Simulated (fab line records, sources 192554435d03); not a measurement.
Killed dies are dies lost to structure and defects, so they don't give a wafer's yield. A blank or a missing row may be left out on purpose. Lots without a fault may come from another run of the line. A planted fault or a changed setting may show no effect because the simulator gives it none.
fab line records | flow n5_finfet
record lots=8 wafers=24 last_day=16
route steps=1938 shown FIN_SAQP@136 FIN_CUT@160 BEOL_M4@1111
lots that met no fault: from a run of the same line without faults
start_h: hours from the record's first day to the start of the lot's first wafer shown | wait_h: hours since the lot's step before | " the same as in the row above | L1.1+2: a row that stands for several wafers | - no value, or no start given | * or withheld: withheld | < > ~ a bound
route shown NAME@n: a module of which the file shows steps, and the number in the route of the first | usual: mean/standard deviation of fault-free wafers | same: alike in all rows | chamber/n: place in a boat | sites: the reading at each site | _std_site: their standard deviation | _edge_site: outer sites' mean less inner sites' | radius_mm: how far each site lies from the wafer's centre | mask NAME#n: copy n | behind: the tool/chamber that last shaped the wafer | hold: why the lot was held/for how many hours/how that ended | device: the transistor (n, p or np) that didn't switch | end of line: the same wafers' tests at the end of the route | a step without rows: its recipe alone | killed: dies lost to structure and defects at the first sort, not the wafer's yield | map: a wafer's dies, x killed, . not, _ none there
set.NAME: the setting as run; set.NAME@STEP: as run at that earlier step | model.NAME: the simulator's own value behind a step, which no gauge read
steps of the route over a sample of lots; a table a step, a row a wafer
services: from which hour (start_h, from the record's first day; less than 0 if before it) a tool's chamber was out of use, for how many hours, and why
## steps
# step N5_FIN_SAQP_STRIP_70
# recipe chemistry=N2/H2 power_w=500 temp_c=40 pressure_mtorr=50 rf_frequency_hz=6e+07 overash_fraction=0.3 bias_power_w=28 h2_frac=0.5 n2_flow_sccm=300 h2_flow_sccm=300
# usual drypump_motor_current_A=5.7/0.47 oes_product_au=0.81/0.084 rf_fwd_power_W=495.2/2.5 rf_vpp_V=122.0/1.1 showerhead_plenum_p_Torr=3.40/0.14 temp_c=40.01/0.12 throttle_valve_pct=19.0/0.43
# same overash_fraction=0.3
# columns lot.wafer tool chamber start_h wait_h drypump_motor_current_A oes_product_au rf_fwd_power_W rf_hours_counter_h rf_vpp_V showerhead_plenum_p_Torr temp_c throttle_valve_pct
L137.1 rie_diel-01 3 38.23 0.0 5.7 0.78 493.9 134 122.1 3.56 40.05 19.2
L137.2 " 1 " " 5.8 0.75 496.4 150 121.7 3.24 39.92 19.2
L137.4 " 2 " " 5.1 0.71 494.4 217 120.6 3.21 40.31 19.7
L140.1 rie_diel-01 1 56.09 0.0 5.7 0.74 494.2 156 120.9 3.24 40.01 19.2
L140.2 " 3 " " 5.7 0.77 495.1 141 122.4 3.56 39.93 19.2
L140.6 " 3 " " 5.7 0.76 497.8 - 124.7 3.56 40.01 19.2
L141.1 rie_diel-01 1 62.90 0.0 5.7 0.75 498.0 158 119.8 3.23 40.10 19.2
L141.2 " 3 " " 5.7 0.76 495.0 144 122.6 3.56 40.29 19.2
L141.4 " 2 " " 5.1 0.71 497.8 225 121.4 3.21 39.99 19.7
L144.1 rie_diel-01 2 80.01 0.0 5.1 0.70 495.9 231 122.1 3.20 39.95 19.7
L144.2 " 0 " " 6.5 0.89 498.5 33 123.5 3.43 40.02 18.6
L144.5 " 0 " " 6.5 0.89 499.2 - 122.3 3.43 40.04 18.6
L150.3 rie_diel-04 3 116.15 0.0 5.0 0.72 497.4 182 121.2 3.25 40.17 19.1
L150.4 " 2 " " 5.1 0.85 492.6 43 123.0 3.53 40.00 18.6
L150.6 " 2 " " 5.1 0.84 494.3 - 123.7 3.53 40.09 18.6
L151.4 rie_diel-03 0 120.83 0.0 6.3 0.74 492.9 158 123.1 3.51 39.95 19.4
L151.5 " 1 " " 5.2 0.92 494.9 - 123.3 3.54 40.07 18.1
L151.6 " 0 " " 6.3 0.74 493.0 - 122.0 3.51 39.94 19.4
L153.2 rie_diel-03 3 133.16 0.0 5.7 0.71 491.9 186 121.1 3.46 39.96 19.2
L153.4 " 2 " " 6.0 0.79 497.3 129 119.9 3.22 40.01 18.4
L153.5 " 2 " " 6.0 0.79 498.9 - 121.8 3.22 39.96 18.4
L154.1 rie_diel-04 0 139.14 0.0 5.6 0.89 497.7 26 123.9 3.58 40.29 19.2
L154.5 " 0 " " 5.6 0.89 498.5 - 125.6 3.58 40.04 19.2
L154.6 " 1 " " 5.9 0.91 494.7 - 121.9 3.28 40.12 19.1
# step N5_FIN_SAQP_SPACER2_ALD_28
# recipe material=SiO2 target_thk_a=81 temp_c=300 ald_precursor_family=BDEAS ald_co_reactant=O2-plasma pulse_time_s=1 purge_time_s=2 co_reactant_purge_time_s=2 pressure_torr=2
# usual heater_power_w=462/40 precursor_pulse_height_rel=1.002/0.019 susceptor_temp_C=299.98/0.18
# columns lot.wafer tool chamber start_h wait_h heater_power_w precursor_pulse_height_rel susceptor_temp_C
L137.1 ald_sin-02 3 38.44 0.1 403 0.970 299.85
L137.2 " 2 " " 414 1.047 300.08
L137.4 " 1 " " 516 1.014 299.77
L140.1 ald_sin-03 0 56.29 0.1 447 1.025 299.80
L140.2 " 1 " " 451 0.990 300.00
L140.6 " 1 " " 447 1.011 300.10
L141.1 ald_sin-02 0 63.10 0.1 441 1.005 299.89
L141.2 " 1 " " 523 0.998 300.04
L141.4 " 2 " " 416 0.989 299.74
L144.1 ald_sin-04 1 80.21 0.1 446 0.990 300.15
L144.2 " 3 " " 485 1.013 299.60
L144.5 " 3 " " 472 1.013 300.00
L150.3 ald_sin-04 1 116.45 0.1 450 1.008 300.40
L150.4 " 3 " " 456 0.980 299.93
L150.6 " 3 " " 442 0.997 299.88
L151.4 ald_sin-03 2 121.03 0.1 441 1.012 300.16
L151.5 " 0 " " 438 1.022 300.03
L151.6 " 1 " " 441 1.024 300.16
L153.2 ald_sin-02 2 133.99 0.7 433 1.018 299.95
L153.4 " 1 " " 527 1.020 300.04
L153.5 " 1 " " 510 0.970 300.00
L154.1 ald_sin-04 3 139.34 0.1 452 1.024 299.81
L154.5 " 3 " " 451 1.011 300.02
L154.6 " 0 " " 483 1.004 299.86
# step N5_FIN_SAQP_HM_OPEN_33
# recipe chemistry=CH3F/O2 target=SiNx mask_material=SiO2 target_depth_a=494 time_s=70.6 pressure_mtorr=30 source_w=395 bias_w=73 Ar_flow_sccm=150 CH3F_flow_sccm=30 O2_flow_sccm=20 ion_energy_ev=120 ends=cleared
# usual drypump_motor_current_A=5.7/0.45 etch_rf_on_time_s=68.4/2.2 oes_ar_750_au=0.80/0.094 oes_product_au=0.69/0.085 rf_fwd_power_W=390.6/2 rf_vpp_V=301/8.5 showerhead_plenum_p_Torr=2.04/0.088 throttle_valve_pct=16.36/0.24
# columns lot.wafer tool chamber start_h wait_h drypump_motor_current_A etch_rf_on_time_s oes_ar_750_au oes_product_au rf_fwd_power_W rf_hours_counter_h rf_vpp_V showerhead_plenum_p_Torr throttle_valve_pct
L137.1 rie_diel-03 2 39.16 0.2 6.0 66.6 0.82 0.71 389.4 96 300 1.93 16.23
L137.2 " 0 " " 6.3 69.7 0.75 0.64 389.8 129 301 2.09 16.53
L137.4 " 1 " " 5.2 66.1 0.99 0.88 388.1 1 308 2.14 15.98
L140.1 rie_diel-03 1 56.86 0.0 5.2 64.5 0.96 0.85 388.5 7 309 2.14 15.98
L140.2 " 0 " " 6.3 68.8 0.76 0.64 389.1 134 300 2.09 16.54
L140.6 " 2 " " 6.0 68.0 0.81 0.71 392.7 - 299 1.93 16.24
L141.1 rie_diel-04 1 63.73 0.1 5.9 68.6 0.70 0.59 390.6 252 285 1.97 16.65
L141.2 " 2 " " 5.1 65.3 0.91 0.77 389.8 21 306 2.14 16.06
L141.4 " 3 " " 5.1 68.0 0.75 0.63 388.1 - 293 1.92 16.40
L144.1 rie_diel-04 3 80.78 0.0 5.0 67.6 0.74 0.63 388.3 168 294 1.92 16.41
L144.2 " 2 " " 5.1 64.7 0.89 0.77 390.9 29 304 2.14 16.10
L144.5 " 2 " " 5.1 68.0 0.89 0.76 391.5 - 306 2.14 16.09
L150.3 rie_diel-04 3 117.21 0.1 5.0 65.8 0.73 0.63 393.7 183 293 1.92 16.45
L150.4 " 1 " " 5.8 68.2 0.96 0.81 393.3 11 285 1.96 16.16
L150.6 " 2 " " 5.1 67.2 0.87 0.75 390.8 - 304 2.13 16.11
L151.4 rie_diel-03 3 121.60 0.0 5.6 69.2 0.70 0.60 386.4 181 311 2.07 16.73
L151.5 " 2 " " 6.0 67.5 0.79 0.70 389.8 - 300 1.93 16.29
L151.6 " 3 " " 5.6 69.1 0.70 0.61 385.8 - 312 2.07 16.73
L153.2 rie_diel-01 3 134.56 0.0 5.6 68.2 0.74 0.64 392.0 170 317 2.07 16.34
L153.4 " 0 " " 6.5 68.7 0.85 0.73 391.6 - 297 2.06 16.17
L153.5 " 1 " " 5.7 71.1 0.73 0.62 390.9 - 295 1.92 16.32
L154.1 rie_diel-04 1 140.07 0.1 5.8 71.5 0.94 0.78 391.0 20 287 1.96 16.18
L154.5 " 1 " " 5.8 71.9 0.94 0.78 390.4 - 287 1.96 16.19
L154.6 " 0 " " 5.6 69.2 0.87 0.77 392.3 - 296 2.15 16.35
# step N5_FIN_CUT_EXPOSE_05
# recipe mask_id=FIN_CUT na=0.33 source_shape=annular sigma_inner=0.35 sigma_outer=0.8 polarization=unpolarized dose_mj=45.75
# usual exposure_dose_mJ_cm2=45.63/0.043 stage_msd_nm=0.872/0.018
# same sigma_outer=0.8
# columns lot.wafer tool chamber start_h wait_h mask exposure_dose_mJ_cm2 stage_msd_nm
L137.1 euv_scanner-01 0 39.99 - FIN_CUT#0 45.57 0.899
L137.2 " 0 " " FIN_CUT#0 45.63 0.891
L137.4 " 0 " " FIN_CUT#0 45.63 0.895
L140.1 euv_scanner-01 0 57.57 - FIN_CUT#0 45.65 0.894
L140.2 " 0 " " FIN_CUT#0 45.65 0.894
L140.6 " 0 " " FIN_CUT#0 45.58 0.893
L141.1 euv_scanner-02 0 64.56 - FIN_CUT#0 45.63 0.857
L141.2 " 0 " " FIN_CUT#0 45.66 0.858
L141.4 " 0 " " FIN_CUT#0 45.70 0.857
L144.1 euv_scanner-02 0 81.48 - FIN_CUT#0 45.67 0.860
L144.2 " 0 " " FIN_CUT#0 45.64 0.859
L144.5 " 0 " " FIN_CUT#0 45.63 0.858
L150.3 euv_scanner-01 0 118.18 - FIN_CUT#0 48.47 0.890
L150.4 " 0 " " FIN_CUT#0 48.45 0.892
L150.6 " 0 " " FIN_CUT#0 48.46 0.889
L151.4 euv_scanner-01 0 122.33 - FIN_CUT#0 47.82 0.891
L151.5 " 0 " " FIN_CUT#0 47.90 0.890
L151.6 " 0 " " FIN_CUT#0 47.87 0.892
L153.2 euv_scanner-02 0 135.41 - FIN_CUT#0 45.60 0.854
L153.4 " 0 " " FIN_CUT#0 45.65 0.851
L153.5 " 0 " " FIN_CUT#0 45.57 0.852
L154.1 euv_scanner-02 0 140.77 - FIN_CUT#0 45.68 0.857
L154.5 " 0 " " FIN_CUT#0 45.57 0.853
L154.6 " 0 " " FIN_CUT#0 45.64 0.853
# step N5_FIN_CUT_CD_MEAS_08
# recipe target_cd_nm=29.1 landing_energy_ev=500 detector=se_inlens polarity=opening
# usual cd_nm=29.18/0.23
# columns lot.wafer tool chamber start_h wait_h cd_nm
L137.1 cd_sem-02 0 40.12 - 29.28
L137.2 " 0 " " 29.37
L137.4 " 0 " " 29.23
L140.1 cd_sem-03 0 57.70 - 29.16
L140.2 " 0 " " 29.32
L140.6 " 0 " " 28.89
L141.1 cd_sem-02 0 64.69 - 29.15
L141.2 " 0 " " 29.04
L141.4 " 0 " " 29.23
L144.1 cd_sem-02 0 81.62 - 29.22
L144.2 " 0 " " 28.81
L144.5 " 0 " " 29.14
L150.3 cd_sem-03 0 118.31 - 30.33
L150.4 " 0 " " 30.10
L150.6 " 0 " " 30.33
L151.4 cd_sem-02 0 122.44 - 30.32
L151.5 " 0 " " 30.21
L151.6 " 0 " " 30.06
L153.2 cd_sem-02 0 135.54 - 28.84
L153.4 " 0 " " 28.71
L153.5 " 0 " " 29.12
L154.1 cd_sem-02 0 140.91 - 28.96
L154.5 " 0 " " 29.46
L154.6 " 0 " " 29.63
# step N5_BEOL_M4_RC_MEAS_101
# usual DIBL_N=36.7/2.4 DIBL_P=37.4/2.9 IOFF_N=0.18/0.05 IOFF_P=0.23/0.058 ION_N=683/16 ION_P=467/11 SS_N=71.7/0.77 SS_P=73.5/0.87 VT_N=249/4.3 VT_P=-250/4.4
# columns lot.wafer tool chamber start_h wait_h DIBL_N[mV/V] DIBL_P[mV/V] IOFF_N[nA/um] IOFF_P[nA/um] ION_N[uA/um] ION_P[uA/um] SS_N[mV/dec] SS_P[mV/dec] VT_N[mV] VT_P[mV]
L137.1 prober-01 0 173.25 0.0 40.3 40.8 0.21 0.26 705 477 72.5 74.6 248 -248
L137.2 " 0 " " 39.0 38.0 0.17 0.21 685 461 72.2 73.5 250 -254
L137.4 " 0 " " 38.0 38.5 0.17 0.23 665 456 71.6 73.4 250 -252
L140.1 prober-01 0 195.96 0.0 36.8 38.4 0.15 0.23 665 467 71.2 74.1 253 -250
L140.2 " 0 " " 39.4 42.4 0.25 0.32 709 489 73.4 74.4 245 -246
L140.6 " 0 " " 35.4 37.2 0.14 0.21 668 464 71.2 74.1 254 -254
L141.1 prober-01 0 201.04 0.0 36.1 36.6 0.17 0.26 687 481 71.3 73.1 246 -246
L141.2 " 0 " " 37.2 36.7 0.17 0.24 664 454 72.0 73.6 249 -246
L141.4 " 0 " " 36.5 36.5 0.17 0.24 688 474 71.9 73.3 249 -248
L144.1 prober-01 0 216.10 0.0 38.4 38.5 0.19 0.28 692 482 72.2 74.2 249 -246
L144.2 " 0 " " 38.5 38.8 0.21 0.29 703 484 72.1 73.7 245 -246
L144.5 " 0 " " 37.4 36.5 0.18 0.26 680 470 72.1 73.5 245 -246
L150.3 prober-01 0 251.78 0.3 35.1 35.5 0.17 0.21 667 459 71.8 73.4 250 -249
L150.4 " 0 " " 35.5 35.2 0.16 0.20 662 451 71.6 72.3 251 -251
L150.6 " 0 " " 36.0 37.2 0.18 0.22 672 461 72.4 73.4 250 -250
L151.4 prober-01 0 259.35 0.5 39.2 41.4 0.21 0.29 693 474 72.1 74.3 249 -245
L151.5 " 0 " " 36.9 37.3 0.16 0.22 668 459 71.3 72.6 250 -251
L151.6 " 0 " " 36.5 37.2 0.14 0.20 665 456 71.3 73.1 253 -253
L153.2 prober-01 0 266.93 0.2 33.5 32.2 0.11 0.16 670 464 71.7 72.3 256 -255
L153.4 " 0 " " 38.5 38.8 0.20 0.25 689 472 72.1 74.1 247 -249
L153.5 " 0 " " 38.0 37.9 0.20 0.25 702 474 72.0 74.1 247 -248
L154.1 prober-01 0 278.14 0.0 40.3 42.7 0.30 0.37 702 484 73.1 74.9 240 -243
L154.5 " 0 " " 40.3 41.8 0.27 0.34 679 466 73.4 76.0 245 -246
L154.6 " 0 " " 35.6 37.4 0.19 0.24 703 483 71.7 72.8 245 -247
## services
# columns tool chamber start_h hours kind
ald_sin-02 0 14.49 7.7 repair
euv_scanner-01 - 30.36 5.8 pm
rie_diel-04 3 36.00 5.1 repair
euv_scanner-02 - 42.08 1.0 pm
rie_diel-04 0 48.31 - clean
rie_diel-04 0 48.31 - consumable_replace:focus_ring
rie_diel-04 0 48.31 - consumable_replace:showerhead
rie_diel-04 0 48.31 23.4 scheduled_down
rie_diel-04 0 48.31 23.4 vent_cycle
ald_sin-02 3 53.36 14.6 repair
rie_diel-03 3 53.73 7.9 repair
euv_scanner-01 - 60.84 1.0 pm
euv_scanner-01 - 64.15 4.6 pm
rie_diel-04 1 71.81 - clean
rie_diel-04 1 71.81 - consumable_replace:focus_ring
rie_diel-04 1 71.81 14.5 scheduled_down
rie_diel-04 1 71.81 14.5 vent_cycle
euv_scanner-01 - 77.14 40.7 repair
ald_sin-04 - 85.37 14.0 pm
euv_scanner-02 - 112.27 1.0 pm
euv_scanner-02 - 116.66 2.5 repair
rie_diel-01 1 119.12 7.1 repair
euv_scanner-02 - 119.16 4.6 pm
euv_scanner-01 - 123.80 1.0 pm
## key
first_sign step=N5_FIN_CUT_EXPOSE_05 reading=exposure_dose_mJ_cm2 direction=up sigmas=58 usual=45.63 struck=48.16
effect step=N5_FIN_CUT_CD_MEAS_08 reading=cd_nm direction=up sigmas=4.5 usual=29.18 struck=30.23 through=control_loop
met_at N5_FIN_CUT_EXPOSE_05
struck_lots L150,L151
loop_trim step=N5_FIN_CUT_EXPOSE_05 setting=dose lots=L151
not_acting_at N5_FIN_SAQP_STRIP_70,N5_FIN_SAQP_SPACER2_ALD_28,N5_FIN_SAQP_HM_OPEN_33
onset_between 57.57 118.18
fault kind=process_parameter_drift tool=euv_scanner-01 chamber=- onset_h=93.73 steps=N5_FIN_CUT_EXPOSE_05 channel=dose_mj offset=2.7925 shape=step acts_in=these_recipes_only stated=45.75
# loop_trim: a control loop set the setting to another value than it would have without faults
